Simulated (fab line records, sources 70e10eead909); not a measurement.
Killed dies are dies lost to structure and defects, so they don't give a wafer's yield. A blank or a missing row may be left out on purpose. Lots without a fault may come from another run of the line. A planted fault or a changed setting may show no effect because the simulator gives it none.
A struck lot beside a sound one | flow nand_harc | 13 steps out of a route of 1302
Sound: wafers L502.3, L502.4, L502.5. Struck: wafer L509.1. (L509.2, L509.3 of the same lot were not struck and are left out.) The cause comes at the end.
At each step with rows: each side's tool, then ch and its chambers, then its first start. Under that, the readings that differ: sound wafers | struck wafers | difference of the means | sigmas: that difference in standard deviations of wafers without a fault.
alike: readings whose means differ by less than 2 such deviations, and words and numbers that are the same on both sides. not compared: withheld readings, readings that some wafer has no value for, bounds like >300 that may hide the same value, and numbers for which the record gives no deviation and whose values overlap.
The two part at a step that has a row with sigmas, a row that says differs or no value, or rows on one side only. Numbers that don't overlap but have no deviation are shown without sigmas and don't part them. A reading that every wafer of one side lacks parts them only if that side has two wafers or more.

first, 1 step without rows for these wafers: NHARC_A_SLIT_SRD_20.
NHARC_A_SLIT_CD_MEAS_21:
  sound on cd_sem-02, day 20 19:16; struck on cd_sem-01, day 24 14:44
  reading    | sound             | struck | difference | sigmas
  cd_nm (nm) | 290.0 289.5 289.7 | 291.5  | +1.8       | +2
then, 3 steps without rows for these wafers: NHARC_A_SIN_REMOVE_WET_00 (chemistry H3PO4, time 15300 s); NHARC_A_SIN_REMOVE_PRECLEAN_01 (cleans in SC1); NHARC_A_SIN_REMOVE_SRD_02.
NHARC_A_SIN_REMOVE_INSPECT_04:
  sound on defect_inspect-02, day 21 01:25; struck on defect_inspect-01, day 24 21:19
  reading          | sound       | struck | difference | sigmas
  raw_defect_count | 280 272 327 | 498    | +205       | +2
NHARC_A_WL_FILL_ALD_00: deposits Al2O3, target thk 3 nm, pulse time 3 s, ald cycles 30.
  sound on ald_hk-02 ch 0,1,2, day 21 01:29; struck on ald_hk-02 ch 2, day 24 21:23
  alike: heater_power_w, precursor_pulse_height_rel
NHARC_A_WL_FILL_RTA_01: time 5 s.
  sound on rtp_anneal-01 ch 0, day 21 01:48; struck on rtp_anneal-01 ch 0, day 24 21:39
  alike: lamp_power_pct, lamp_zone_4_pct, lamp_zone_6_pct, lamp_zone_7_pct, wafer_temp_C_max
NHARC_A_WL_FILL_ALD_02: deposits TiN, target thk 2 nm, pulse time 3 s, ald cycles 100.
  sound on ald_metal-03 ch 2,3, day 21 01:59; struck on ald_metal-02 ch 0, day 24 21:52
  alike: heater_power_w, precursor_pulse_height_rel
NHARC_A_WL_FILL_CVD_03: deposits W, target thk 40 nm, time 279 s.
  sound on cvd_w-01 ch 0,1, day 21 02:30; struck on cvd_w-02 ch 0, day 24 22:17
  alike: heater_power_w, throttle_valve_pct
NHARC_A_WL_FILL_ETCHBACK_04: etches the open film in NF3, target depth 60 nm, time 120 s.
  sound on rie_metal-02 ch 0,1, day 21 02:50; struck on rie_metal-01 ch 0, day 24 22:40
  reading                | sound             | struck | difference                   | sigmas
  rf_hours_counter_h (h) | - - -             | 3.0    | no value on the sound wafers |
  run_length_s (s)       | 142.7 141.3 141.1 | 169.0  | +27.3                        | +67
  alike: drypump_motor_current_A, oes_product_au
NHARC_A_WL_FILL_ETCHBACK_05: etches the open film in Cl2/BCl3, target depth 22 nm, time 60 s.
  sound on rie_metal-02 ch 0,1, day 21 03:02; struck on rie_metal-01 ch 1, day 24 22:55
  reading                | sound | struck | difference                   | sigmas
  rf_hours_counter_h (h) | - - - | 3.5    | no value on the sound wafers |
  alike: drypump_motor_current_A, oes_product_au, run_length_s
then, 1 step without rows for these wafers: NHARC_END_SORT_01.

WHERE THEY PART
First at NHARC_A_SLIT_CD_MEAS_21; last, within this record, at NHARC_A_WL_FILL_ETCHBACK_05.

WHY: what the simulator had put in
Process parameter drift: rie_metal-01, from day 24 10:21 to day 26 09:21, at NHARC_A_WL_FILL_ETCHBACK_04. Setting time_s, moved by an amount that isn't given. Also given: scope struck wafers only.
